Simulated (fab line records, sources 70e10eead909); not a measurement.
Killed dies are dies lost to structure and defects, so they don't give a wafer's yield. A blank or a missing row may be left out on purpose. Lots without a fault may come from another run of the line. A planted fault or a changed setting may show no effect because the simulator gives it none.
A struck lot beside a sound one | flow nand_harc | 44 steps out of a route of 1302
Sound: wafers L987.1, L987.2, L987.5. Struck: wafer L102.5. The cause comes at the end.
At each step with rows: each side's tool, then ch and its chambers, then its first start. Under that, the readings that differ: sound wafers | struck wafers | difference of the means | sigmas: that difference in standard deviations of wafers without a fault.
alike: readings whose means differ by less than 2 such deviations, and words and numbers that are the same on both sides. not compared: withheld readings, readings that some wafer has no value for, bounds like >300 that may hide the same value, and numbers for which the record gives no deviation and whose values overlap.
The two part at a step that has a row with sigmas, a row that says differs or no value, or rows on one side only. Numbers that don't overlap but have no deviation are shown without sigmas and don't part them. A reading that every wafer of one side lacks parts them only if that side has two wafers or more.

first, 3 steps without rows for these wafers: NHARC_P_GATE_ETCH_104 (etches the open film in CF4/CHF3, target depth 60 nm); NHARC_P_GATE_HM_OPEN_105 (chemistry O2/COS, target depth 360 nm); NHARC_P_GATE_STRIP_106 (strips in O2/COS).
NHARC_P_GATE_ETCH_114: etches the open film in CF4/O2, target depth 30 nm, overetch 3 nm, time 16.5 s.
  sound on rie_diel-01 ch 0,1,3; struck on rie_diel-01 ch 3
  alike: drypump_motor_current_A, o2_flow_sccm, oes_f_703_au, oes_o_777_au, oes_product_au, rf_vpp_V, showerhead_plenum_p_Torr, throttle_valve_pct
  not compared: rf_hours_counter_h
NHARC_P_GATE_ETCH_32: etches the open film in HBr/Cl2, target depth 150 nm, time 100.1 s.
  sound on rie_si-05 ch 1,2, day 5 06:20; struck on rie_si-06 ch 2, day 11 06:41
  alike: drypump_motor_current_A, mfc_cl2_sccm, oes_product_au, throttle_valve_pct
  not compared: rf_hours_counter_h
then, 1 step without rows for these wafers: NHARC_P_GATE_STRIP_108 (strips in O2).
NHARC_P_GATE_CD_MEAS_33:
  sound on cd_sem-03, day 5 06:39; struck on cd_sem-02, day 11 06:58
  alike: cd_nm
then, 5 steps without rows for these wafers: NHARC_P_GATE_STRIP_35 (strips in SPM, time 600 s); NHARC_P_GATE_PRECLEAN_73 (cleans in SC1); NHARC_P_GATE_SRD_74; NHARC_P_GATE_ALD_36 (deposits SiNx, target thk 20 nm, pulse time 60 s, ald cycles 223); NHARC_P_GATE_ETCHBACK_37 (etches the open film in CHF3/O2, target depth 34.5 nm, time 17.2 s).
NHARC_P_GATE_STRIP_101: strips in O2, time 20 s.
  sound on rie_diel-11 ch 0,1,3, day 5 16:50; struck on rie_diel-01 ch 2, day 11 17:05
  reading      | sound          | struck | difference | sigmas
  rf_vpp_V (V) | 58.8 58.9 59.0 | 56.8   | -2.1       | -2
  alike: drypump_motor_current_A, o2_flow_sccm, oes_product_au, showerhead_plenum_p_Torr, throttle_valve_pct
  not compared: rf_hours_counter_h
then, 12 steps without rows for these wafers: NHARC_P_GATE_PRECLEAN_97 (cleans in SPM, time 600 s); NHARC_P_GATE_SRD_98; NHARC_P_GATE_PRECLEAN_99 (cleans in SC1); NHARC_P_GATE_SRD_100; NHARC_P_GATE_DEHYDRATE_38 (time 120 s); NHARC_P_GATE_HMDS_39 (time 30 s); NHARC_P_GATE_COAT_40; NHARC_P_GATE_SOFTBAKE_41 (time 95 s); NHARC_P_GATE_EBR_42; NHARC_P_GATE_EXPOSE_43 (exposes mask P NSD, target cd 720 nm); NHARC_P_GATE_PEB_44 (peb time 85 s); NHARC_P_GATE_DEVELOP_45 (time 70 s).
NHARC_P_GATE_CD_MEAS_46: target cd 720 nm.
  sound on cd_sem-01 ch 0, day 5 17:46; struck on cd_sem-03 ch 0, day 11 18:00
  alike: cd_nm
then, 1 step without rows for these wafers: NHARC_P_GATE_HARDBAKE_47 (time 80 s).
NHARC_P_GATE_DESCUM_48: chemistry O2, time 3 s.
  sound on rie_diel-01 ch 1,2, day 5 17:56; struck on rie_diel-03 ch 2, day 11 18:13
  reading                         | sound          | struck | difference | sigmas
  showerhead_plenum_p_Torr (Torr) | 2.02 1.89 2.02 | 1.79   | -0.19      | -2
  alike: drypump_motor_current_A, o2_flow_sccm, oes_product_au, rf_vpp_V, throttle_valve_pct
  not compared: rf_hours_counter_h
then, 1 step without rows for these wafers: NHARC_P_GATE_IMPLANT_49.
NHARC_P_GATE_STRIP_111: strips in N2/H2, time 250 s.
  sound on plasma_asher-02 ch 0,1, day 5 18:17; struck on plasma_asher-02 ch 1, day 11 18:43
  alike: drypump_motor_current_A, heater_power_w, rf_refl_power_W
  not compared: rf_hours_counter_h
NHARC_P_GATE_STRIP_75: strips in O2.
  sound on plasma_asher-02 ch 0,1, day 5 18:35; struck on plasma_asher-02 ch 1, day 11 18:52
  alike: drypump_motor_current_A, heater_power_w, rf_refl_power_W
  not compared: rf_hours_counter_h
then, 9 steps without rows for these wafers: NHARC_P_GATE_STRIP_50 (strips in SPM, time 900 s); NHARC_P_GATE_DEHYDRATE_51 (time 120 s); NHARC_P_GATE_HMDS_52 (time 30 s); NHARC_P_GATE_COAT_53; NHARC_P_GATE_SOFTBAKE_54 (time 95 s); NHARC_P_GATE_EBR_55; NHARC_P_GATE_EXPOSE_56 (exposes mask P PSD, target cd 720 nm); NHARC_P_GATE_PEB_57 (peb time 85 s); NHARC_P_GATE_DEVELOP_58 (time 70 s).
NHARC_P_GATE_CD_MEAS_59: target cd 720 nm.
  sound on cd_sem-03 ch 0, day 5 19:31; struck on cd_sem-02 ch 0, day 11 19:45
  alike: cd_nm
then, 1 step without rows for these wafers: NHARC_P_GATE_HARDBAKE_60 (time 80 s).
NHARC_P_CONTACT_DESCUM_17: chemistry O2, time 3 s.
  sound on rie_diel-06 ch 0,1,2, day 6 02:10; struck on rie_diel-12 ch 1, day 12 04:22
  reading | sound | struck                   | difference                   | sigmas
  hold    | - - - | await_dispo/1.4h/release | no value on the sound wafers |
  alike: drypump_motor_current_A, o2_flow_sccm, oes_product_au, rf_vpp_V, showerhead_plenum_p_Torr, throttle_valve_pct
  not compared: rf_hours_counter_h
-- the record jumps here: 20 days lie between the struck wafers' starts before and after (it left off in module P_CONTACT and takes up again in module END, whose first step shown is number 1302 of the route) --
NHARC_END_SORT_01:
  the record has rows for the struck wafers here (prober-01 ch 0, day 32 13:56) and none for the sound ones

WHERE THEY PART
First at NHARC_P_GATE_STRIP_101; last, within this record, at NHARC_END_SORT_01.

WHY: what the simulator had put in
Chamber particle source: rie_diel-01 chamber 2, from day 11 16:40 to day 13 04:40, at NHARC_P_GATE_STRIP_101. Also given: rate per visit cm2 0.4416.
